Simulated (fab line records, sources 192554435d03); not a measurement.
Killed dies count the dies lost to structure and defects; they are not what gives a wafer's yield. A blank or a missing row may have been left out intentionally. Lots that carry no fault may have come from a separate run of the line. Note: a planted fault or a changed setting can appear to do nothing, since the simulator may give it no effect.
Which tool was responsible? -- flow n5_finfet -- Sampling: 24 lots, 72 wafers, 5 of 1938 route steps

== WHAT THE GAUGES SHOWED, per wafer ==
N5_BEOL_M12_CD_MEAS_28 targets a cd of 160.2 nm. Usual: cd_nm reads 161.0 nm (standard deviation 1.5).
lot,measured,on,cd_nm (nm),flag
L074,day 11 02:14,cd_sem-01,159.9 161.2 161.6,
L076,day 11 07:50,cd_sem-02,161.1 159.6 161.1,
L075,day 11 08:19,cd_sem-03,157.4 160.8 159.7,
L077,day 11 12:09,cd_sem-02,158.8 159.4 160.8,
L078,day 11 22:55,cd_sem-01,159.2 159.2 159.7,
L079,day 12 07:46,cd_sem-03,160.4 159.9 161.5,
L081,day 12 16:20,cd_sem-02,160.9 159.7 163.3,
L080,day 12 21:03,cd_sem-03,160.5 163.2 160.6,
L082,day 13 03:22,cd_sem-01,162.0 161.5 160.8,
L083,day 13 13:02,cd_sem-02,163.0 163.3 162.9,
L084,day 13 17:01,cd_sem-01,158.2 160.3 159.2,
L085,day 13 18:11,cd_sem-03,159.8 159.7 159.4,
L086,day 14 04:41,cd_sem-01,160.7 160.4 161.8,
L087,day 14 09:29,cd_sem-01,162.2 162.0 162.2,
L089,day 14 22:44,cd_sem-02,160.1 162.8 161.7,
L091,day 15 03:03,cd_sem-03,160.2 161.5 160.0,
L090,day 15 04:15,cd_sem-03,160.5 160.4 161.1,
L088,day 15 13:38,cd_sem-02,162.7 161.1 164.7,
L092,day 15 18:50,cd_sem-01,161.5 161.2 160.9,
L095,day 15 20:49,cd_sem-01,161.7 162.2 162.0,
L094,day 16 09:14,cd_sem-03,161.0 162.5 160.9,
L093,day 17 01:20,cd_sem-02,160.0 159.6 159.8,
L096,day 17 06:52,cd_sem-03,160.9 159.8 160.4,
L097,day 17 21:49,cd_sem-03,164.6 163.6 162.4,

N5_BEOL_M12_OCD_MEAS_35. Usual: trench_depth_nm reads 318 nm (standard deviation 4.5).
lot,measured,on,trench_depth_nm (nm),flag
L074,day 11 02:51,ocd-01,316 315 318,
L076,day 11 08:26,ocd-01,319 314 318,
L075,day 11 08:58,ocd-01,309 311 312,
L077,day 11 12:51,ocd-01,313 319 319,
L078,day 11 23:31,ocd-02,326 314 325,
L079,day 12 08:23,ocd-02,320 319 316,
L081,day 12 16:56,ocd-02,320 317 314,
L080,day 12 22:06,ocd-01,323 314 322,
L082,day 13 04:00,ocd-02,322 319 322,
L083,day 13 13:38,ocd-02,327 317 326,
L084,day 13 18:05,ocd-02,321 320 319,
L085,day 13 18:48,ocd-01,317 326 326,
L086,day 14 05:17,ocd-01,315 319 321,
L087,day 14 10:12,ocd-02,321 327 321,
L089,day 14 23:21,ocd-01,309 321 316,
L091,day 15 03:39,ocd-01,324 314 328,
L090,day 15 05:03,ocd-01,313 317 314,
L088,day 15 14:40,ocd-01,317 325 327,
L092,day 15 19:28,ocd-01,323 320 319,
L095,day 15 21:25,ocd-02,319 324 323,
L094,day 16 09:56,ocd-01,317 326 320,
L093,day 17 01:57,ocd-01,317 309 313,
L096,day 17 07:28,ocd-01,315 324 323,
L097,day 17 22:27,ocd-01,319 317 308,

== WHICH TOOL RAN EACH LOT (tool, then ch and the chambers of the sampled wafers, then the start) ==
lot,N5_BEOL_M11_ETCH_41,N5_BEOL_M12_DESCUM_15,N5_BEOL_M12_STRIP_63
L074,"rie_diel-05 ch 0,1,3, day 11 01:22 or earlier","rie_diel-06 ch 0,1,3, day 11 01:22","plasma_asher-02 ch 0,1, day 11 01:42"
L076,"rie_diel-05 ch 0,3, day 11 06:53 or earlier","rie_diel-02 ch 0,2,3, day 11 06:53","plasma_asher-01 ch 0,1, day 11 07:11"
L075,"rie_diel-04 ch 1,2, day 11 07:29 or earlier","rie_diel-06 ch 2,3, day 11 07:29","plasma_asher-02 ch 0,1, day 11 07:47"
L077,"rie_diel-05 ch 1,2, day 11 11:20 or earlier","rie_diel-06 ch 2,3, day 11 11:20","plasma_asher-01 ch 0,1, day 11 11:37"
L078,"rie_diel-05 ch 0,2,3, day 11 22:05 or earlier","rie_diel-01 ch 1,2,3, day 11 22:05","plasma_asher-02 ch 0,1, day 11 22:24"
L079,"rie_diel-05 ch 0,2, day 12 06:50 or earlier","rie_diel-02 ch 0,1,2, day 12 06:50","plasma_asher-02 ch 0,1, day 12 07:07"
L081,"rie_diel-03 ch 0,1,3, day 12 15:31 or earlier","rie_diel-02 ch 1,3, day 12 15:31","plasma_asher-01 ch 0,1, day 12 15:48"
L080,"rie_diel-04 ch 0,1,3, day 12 20:06 or earlier","rie_diel-06 ch 1,2,3, day 12 20:06","plasma_asher-02 ch 1, day 12 20:23"
L082,"rie_diel-05 ch 0,2,3, day 13 02:25 or earlier","rie_diel-02 ch 0,1,2, day 13 02:25","plasma_asher-02 ch 0,1, day 13 02:42"
L083,"rie_diel-03 ch 0,1,3, day 13 12:05 or earlier","rie_diel-02 ch 0,1, day 13 12:05","plasma_asher-02 ch 0,1, day 13 12:22"
L084,"rie_diel-04 ch 0,1,2, day 13 16:04 or earlier","rie_diel-06 ch 1,2,3, day 13 16:04","plasma_asher-01 ch 0,1, day 13 16:21"
L085,"rie_diel-04 ch 0,2, day 13 17:22 or earlier","rie_diel-01 ch 1,2,3, day 13 17:22","plasma_asher-01 ch 0, day 13 17:38"
L086,"rie_diel-04 ch 0,1, day 14 03:52 or earlier","rie_diel-02 ch 0,1, day 14 03:52","plasma_asher-02 ch 0,1, day 14 04:09"
L087,"rie_diel-05 ch 2,3, day 14 08:32 or earlier","rie_diel-01 ch 0,1,2, day 14 08:32","plasma_asher-02 ch 0,1, day 14 08:49"
L089,"rie_diel-05 ch 1,3, day 14 21:47 or earlier","rie_diel-06 ch 1,3, day 14 21:47","plasma_asher-02 ch 0,1, day 14 22:04"
L091,"rie_diel-04 ch 0,2,3, day 15 02:14 or earlier","rie_diel-01 ch 1,2, day 15 02:14","plasma_asher-01 ch 0,1, day 15 02:31"
L090,"rie_diel-05 ch 0,1,2, day 15 03:19 or earlier","rie_diel-02 ch 0,1,3, day 15 03:19","plasma_asher-01 ch 0,1, day 15 03:35"
L088,"rie_diel-03 ch 0,1,3, day 15 12:41 or earlier","rie_diel-02 ch 0,3, day 15 12:41","plasma_asher-02 ch 1, day 15 12:59"
L092,"rie_diel-05 ch 0,1,3, day 15 18:01 or earlier","rie_diel-02 ch 1,2,3, day 15 18:01","plasma_asher-02 ch 0,1, day 15 18:19"
L095,"rie_diel-03 ch 0,2,3, day 15 19:57 or earlier","rie_diel-01 ch 0,1,2, day 15 19:57","plasma_asher-01 ch 0,1, day 15 20:14"
L094,"rie_diel-05 ch 0,2, day 16 08:17 or earlier","rie_diel-01 ch 0,1,3, day 16 08:17","plasma_asher-02 ch 0,1, day 16 08:34"
L093,"rie_diel-03 ch 0,2, day 17 00:24 or earlier","rie_diel-01 ch 0,1,2, day 17 00:24","plasma_asher-01 ch 0,1, day 17 00:41"
L096,"rie_diel-03 ch 1,2, day 17 05:55 or earlier","rie_diel-02 ch 1,3, day 17 05:55","plasma_asher-02 ch 0,1, day 17 06:12"
L097,"rie_diel-03 ch 0,3, day 17 20:52 or earlier","rie_diel-01 ch 0,2,3, day 17 20:52","plasma_asher-01 ch 0,1, day 17 21:09"
- N5_BEOL_M11_ETCH_41: etches SiCN in CH3F/O2, target depth 42.6 nm, time 86 s.
- N5_BEOL_M12_DESCUM_15: chemistry O2, time 7.9 s.
- N5_BEOL_M12_STRIP_63: strips in N2/H2.

== WHAT THE TOOLS THEMSELVES READ (means of the sampled wafers that have a number; where no wafer has one, the mark that the record gives instead) ==
N5_BEOL_M11_ETCH_41. Usual: drypump_motor_current_A 5.6 A, standard deviation 0.41; oes_product_au 0.75 a.u., standard deviation 0.08; rf_vpp_V 297.4 V, standard deviation 1.2; showerhead_plenum_p_Torr 2.00 Torr, standard deviation 0.053; throttle_valve_pct 16.39 %, standard deviation 0.21.
lot,tool,drypump_motor_current_A (A),oes_product_au (a.u.),rf_vpp_V (V),showerhead_plenum_p_Torr (Torr),throttle_valve_pct (%),flag
L074,rie_diel-05,5.7,0.71,297.3,2.00,16.44,
L076,rie_diel-05,5.8,0.73,298.0,2.01,16.42,
L075,rie_diel-04,5.9,0.73,296.8,1.97,16.55,
L077,rie_diel-05,5.4,0.70,296.3,1.98,16.35,
L078,rie_diel-05,5.6,0.71,297.9,2.01,16.40,
L079,rie_diel-05,5.6,0.71,298.5,2.04,16.46,
L081,rie_diel-03,5.4,0.77,297.3,2.00,16.47,
L080,rie_diel-04,5.5,0.81,297.2,1.99,16.43,
L082,rie_diel-05,5.6,0.71,297.7,2.01,16.42,
L083,rie_diel-03,5.4,0.76,296.3,2.00,16.47,
L084,rie_diel-04,6.1,0.80,297.4,2.04,16.35,
L085,rie_diel-04,6.4,0.87,298.4,2.09,16.11,
L086,rie_diel-04,5.7,0.72,297.5,1.99,16.61,
L087,rie_diel-05,5.6,0.70,297.0,1.97,16.41,
L089,rie_diel-05,5.7,0.70,297.3,1.97,16.46,
L091,rie_diel-04,5.9,0.85,297.6,2.03,16.20,
L090,rie_diel-05,5.6,0.68,297.6,2.00,16.46,
L088,rie_diel-03,5.4,0.75,296.9,1.99,16.51,
L092,rie_diel-05,5.7,0.68,297.1,1.99,16.49,
L095,rie_diel-03,5.3,0.80,297.5,2.01,16.36,
L094,rie_diel-05,5.5,0.68,297.9,2.00,16.44,
L093,rie_diel-03,5.2,0.84,297.1,2.00,16.13,
L096,rie_diel-03,5.1,0.76,296.9,2.00,16.32,
L097,rie_diel-03,5.5,0.76,296.7,1.97,16.50,

N5_BEOL_M12_DESCUM_15. Usual: drypump_motor_current_A 5.7 A, standard deviation 0.5; oes_product_au 0.84 a.u., standard deviation 0.077; rf_vpp_V 243.5 V, standard deviation 1.6; showerhead_plenum_p_Torr 2.11 Torr, standard deviation 0.091; throttle_valve_pct 20.32 %, standard deviation 0.25.
lot,tool,drypump_motor_current_A (A),oes_product_au (a.u.),rf_vpp_V (V),showerhead_plenum_p_Torr (Torr),throttle_valve_pct (%),flag
L074,rie_diel-06,5.2,0.87,243.9,2.13,20.24,
L076,rie_diel-02,5.8,0.75,242.5,2.06,20.34,
L075,rie_diel-06,5.4,0.85,242.9,2.10,20.51,
L077,rie_diel-06,5.4,0.84,243.7,2.10,20.51,
L078,rie_diel-01,6.0,0.89,243.4,2.05,20.33,
L079,rie_diel-02,5.5,0.84,243.6,2.15,20.36,
L081,rie_diel-02,5.8,0.85,243.8,2.14,20.11,
L080,rie_diel-06,5.2,0.82,243.3,2.08,20.36,
L082,rie_diel-02,5.5,0.83,243.7,2.14,20.37,
L083,rie_diel-02,5.4,0.85,244.2,2.14,20.29,
L084,rie_diel-06,5.2,0.81,242.5,2.08,20.37,
L085,rie_diel-01,6.0,0.87,242.9,2.05,20.36,
L086,rie_diel-02,5.5,0.76,242.1,2.06,20.44,
L087,rie_diel-01,5.9,0.82,242.9,2.05,20.28,
L089,rie_diel-06,5.2,0.82,242.6,2.06,20.19,
L091,rie_diel-01,6.2,0.86,241.7,2.03,20.35,
L090,rie_diel-02,5.9,0.85,244.1,2.14,20.15,
L088,rie_diel-02,6.2,0.85,244.3,2.13,20.01,
L092,rie_diel-02,5.8,0.89,245.4,2.21,20.11,
L095,rie_diel-01,5.9,0.81,242.3,2.04,20.30,
L094,rie_diel-01,6.3,0.79,241.9,2.05,20.52,
L093,rie_diel-01,5.9,0.80,242.4,2.04,20.31,
L096,rie_diel-02,6.2,0.89,245.3,2.20,19.89,
L097,rie_diel-01,5.7,0.78,242.6,2.05,20.36,

N5_BEOL_M12_STRIP_63. Usual: drypump_motor_current_A 5.9 A, standard deviation 0.56; heater_power_w 347 W, standard deviation 38; oes_product_au 0.693 a.u., standard deviation 0.0043; strip_time_to_endpoint_s 42.6 s, standard deviation 0.88.
lot,tool,drypump_motor_current_A (A),heater_power_w (W),oes_product_au (a.u.),strip_time_to_endpoint_s (s),flag
L074,plasma_asher-02,6.3,349,0.692,42.2,
L076,plasma_asher-01,5.3,350,0.692,42.8,
L075,plasma_asher-02,6.1,364,0.693,41.9,
L077,plasma_asher-01,5.3,349,0.691,41.8,
L078,plasma_asher-02,6.3,339,0.690,41.8,
L079,plasma_asher-02,6.3,345,0.691,43.3,
L081,plasma_asher-01,5.3,351,0.692,42.8,
L080,plasma_asher-02,6.6,322,0.690,42.6,
L082,plasma_asher-02,6.3,343,0.695,42.7,
L083,plasma_asher-02,6.3,342,0.694,43.2,
L084,plasma_asher-01,5.3,356,0.695,42.8,
L085,plasma_asher-01,5.9,297,0.693,41.9,
L086,plasma_asher-02,6.1,368,0.693,43.4,
L087,plasma_asher-02,6.3,347,0.689,43.8,
L089,plasma_asher-02,6.0,362,0.691,41.8,
L091,plasma_asher-01,5.6,330,0.695,42.6,
L090,plasma_asher-01,5.6,323,0.694,43.8,
L088,plasma_asher-02,6.6,326,0.692,42.6,
L092,plasma_asher-02,6.3,342,0.692,42.6,
L095,plasma_asher-01,5.3,352,0.697,43.3,
L094,plasma_asher-02,6.1,360,0.686,41.7,
L093,plasma_asher-01,5.6,325,0.694,42.1,
L096,plasma_asher-02,6.3,343,0.696,43.1,
L097,plasma_asher-01,5.3,355,0.694,43.1,

== THE ANSWER, worked out from the rows above alone ==
Rule: a lot counts as off when the mean over its wafers that have a number is more than 3 standard deviations away from the usual mean. Also off: a lot with no number at a reading for which 4 or more lots have one. The other lots that the step has rows for count as sound. Order of review: gauges by route order, followed by the tools' own readings, for which a lot's mean as printed above is used. The first step at which some lot is off is used, and at that step the reading that is off furthest; a lot without a number counts as furthest.
No lot is off on any of the readings shown, so nothing can be concluded from this.

== WHAT WAS PUT IN BY THE SIMULATOR ==
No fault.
